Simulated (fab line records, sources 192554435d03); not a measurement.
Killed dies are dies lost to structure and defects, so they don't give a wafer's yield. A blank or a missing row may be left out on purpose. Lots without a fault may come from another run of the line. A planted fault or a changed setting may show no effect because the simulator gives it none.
Chamber matching | flow n5_finfet | N5_BEOL_M3_CMP_52 on cmp-04: 4 sister chambers
The step polishes, stops on SiOC, t overpolish 6.8 s, target thk 40 nm. 27 wafers are shown with their chamber, then 12 later ones without.

WAFERS WITH THEIR CHAMBER
wafer  | chamber | motor_current_A (A) | time_to_endpoint_s (s) | barrier_field_endpoint_s (s)
L074.1 | 2       | 6.4                 | 65.8                   | 24.1
L074.3 | 1       | 6.3                 | 62.7                   | 24.6
L074.5 | 2       | 6.5                 | 65.2                   | 25.1
L076.1 | 0       | 6.2                 | 66.3                   | 24.2
L076.2 | 2       | 6.7                 | 63.4                   | 24.6
L076.4 | 3       | 7.5                 | 57.2                   | 24.2
L078.3 | 3       | 7.5                 | 58.9                   | 24.1
L078.5 | 1       | 6.6                 | 62.2                   | 25.4
L078.6 | 2       | 6.4                 | 63.4                   | 25.3
L083.3 | 0       | 6.3                 | 65.2                   | 24.1
L083.4 | 3       | 7.5                 | 58.9                   | 24.3
L083.5 | 3       | 7.5                 | 58.9                   | 24.2
L087.3 | 3       | 7.6                 | 56.1                   | 24.2
L087.4 | 0       | 6.3                 | 63.0                   | 25.6
L087.6 | 1       | 6.1                 | 64.0                   | 25.4
L086.1 | 3       | 7.4                 | 63.6                   | 25.2
L086.2 | 0       | 6.8                 | 68.5                   | 25.5
L086.6 | 3       | 7.0                 | 59.1                   | 25.0
L088.1 | 2       | 6.5                 | 62.3                   | 24.7
L088.3 | 1       | 6.1                 | 61.4                   | 24.7
L088.4 | 0       | 6.3                 | 64.4                   | 25.4
L089.1 | 2       | 6.6                 | 66.8                   | 25.0
L089.2 | 3       | 7.3                 | 62.2                   | 24.7
L089.3 | 1       | 6.2                 | 63.9                   | 25.2
L089.4 | 0       | 6.8                 | 67.8                   | 25.3
L089.5 | 2       | 6.6                 | 65.7                   | 25.5
L089.6 | 1       | 6.2                 | 64.5                   | 25.3

SIGNATURES (means of the wafers above)
reading                  | chamber 0 | chamber 1 | chamber 2 | chamber 3 | scatter within a chamber
motor_current_A          | 6.450     | 6.250     | 6.529     | 7.412     | 0.195
time_to_endpoint_s       | 65.867    | 63.117    | 64.657    | 59.362    | 1.94
barrier_field_endpoint_s | 25.017    | 25.100    | 24.900    | 24.488    | 0.491
Rule: a wafer's distance from a chamber is the root of the sum, over the readings, of the square of ((its reading less the chamber's mean) divided by the reading's scatter). The wafer belongs to the nearest chamber; if the next one is less than 2 further off, it can't be placed. The scatter: the root of (the sum of the squares of (reading less its chamber's mean) over the shown wafers, divided by (wafers less chambers)).

WAFERS WITHOUT THEIR CHAMBER
wafer  | motor_current_A (A) | time_to_endpoint_s (s) | barrier_field_endpoint_s (s)
L091.1 | 6.3                 | 60.9                   | 24.7
L091.2 | 6.3                 | 60.5                   | 24.2
L091.6 | 6.4                 | 65.1                   | 24.6
L093.4 | 6.5                 | 62.0                   | 25.4
L093.5 | 6.6                 | 63.4                   | 26.2
L093.6 | 7.8                 | 54.2                   | 24.3
L092.3 | 6.2                 | 63.5                   | 24.2
L092.4 | 6.3                 | 60.3                   | 24.7
L092.5 | 6.4                 | 64.5                   | 24.8
L097.2 | 8.0                 | 58.4                   | 23.9
L097.4 | 6.3                 | 64.7                   | 24.6
L097.6 | 6.4                 | 60.5                   | 24.2

WHICH CHAMBER EACH WENT THROUGH
wafer  | from the rows above          | in truth
L091.1 | can't be placed: 1 or 2 or 0 | 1
L091.2 | can't be placed: 1 or 2 or 0 | 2
L091.6 | can't be placed: 2 or 0 or 1 | 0
L093.4 | can't be placed: 1 or 2 or 0 | 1
L093.5 | can't be placed: 2 or 0 or 1 | 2
L093.6 | 3                            | 3
L092.3 | can't be placed: 1 or 2 or 0 | 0
L092.4 | can't be placed: 1 or 2 or 0 | 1
L092.5 | can't be placed: 2 or 0 or 1 | 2
L097.2 | 3                            | 3
L097.4 | can't be placed: 0 or 2 or 1 | 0
L097.6 | can't be placed: 1 or 2 or 0 | 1
Placed correctly: 2 of 12. Can't be placed from these rows: 10 (the true chamber is among the candidates in 10). Placed wrongly: 0.
